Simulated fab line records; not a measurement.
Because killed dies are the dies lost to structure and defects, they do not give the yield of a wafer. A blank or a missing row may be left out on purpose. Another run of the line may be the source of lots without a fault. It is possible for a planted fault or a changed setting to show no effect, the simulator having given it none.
Matching of chambers / flow n5-finfet / N5_BEOL_M2_ILD_DEP_00 on pecvd-01 has 3 sister chambers
The step deposits SiOC from DEMS/O2, target thk 79 nm, time 15.3 s. 6 wafers are shown with their chamber, then 8 later ones without.

WAFERS, EACH WITH ITS CHAMBER
wafer=L086.2; chamber=2; throttle-valve-pct (%)=11.0; heater-power-w (W)=371
wafer=L086.5; chamber=2; throttle-valve-pct (%)=10.8; heater-power-w (W)=371
wafer=L086.6; chamber=0; throttle-valve-pct (%)=11.5; heater-power-w (W)=458
wafer=L087.2; chamber=0; throttle-valve-pct (%)=11.3; heater-power-w (W)=421
wafer=L087.6; chamber=1; throttle-valve-pct (%)=12.2; heater-power-w (W)=483
wafer=L094.1; chamber=1; throttle-valve-pct (%)=12.1; heater-power-w (W)=488

WAFERS MISSING THEIR CHAMBER
wafer=L094.2; throttle-valve-pct (%)=11.5; heater-power-w (W)=456
wafer=L094.3; throttle-valve-pct (%)=11.0; heater-power-w (W)=417
wafer=L094.4; throttle-valve-pct (%)=11.2; heater-power-w (W)=409
wafer=L094.5; throttle-valve-pct (%)=12.2; heater-power-w (W)=487
wafer=L094.6; throttle-valve-pct (%)=11.4; heater-power-w (W)=473
wafer=L096.3; throttle-valve-pct (%)=12.2; heater-power-w (W)=414
wafer=L096.5; throttle-valve-pct (%)=11.1; heater-power-w (W)=420
wafer=L096.6; throttle-valve-pct (%)=12.2; heater-power-w (W)=414

WHICH CHAMBER EACH ONE RAN IN
wafer=L094.2; from the rows above=0; in truth=0
wafer=L094.3; from the rows above=can't be placed: 2 or 0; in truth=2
wafer=L094.4; from the rows above=can't be placed: 0 or 2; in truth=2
wafer=L094.5; from the rows above=1; in truth=1
wafer=L094.6; from the rows above=0; in truth=0
wafer=L096.3; from the rows above=1; in truth=1
wafer=L096.5; from the rows above=can't be placed: 0 or 2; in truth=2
wafer=L096.6; from the rows above=1; in truth=1
5 of 8 placed correctly. These rows do not allow placing 3 (true chamber among the candidates in 3). Number placed wrongly: 0.
How it was worked out, from the rows above alone: a wafer's distance from a chamber is the root of the sum, over the readings, of the square of ((its reading less the chamber's mean) divided by the reading's scatter). The wafer belongs to the nearest chamber; if the next one is less than 2 further off, it can't be placed. The mean given for a chamber averages the wafers shown for that chamber. The scatter: the root of (the sum of the squares of (reading less its chamber's mean) over the shown wafers, divided by (wafers less chambers)).
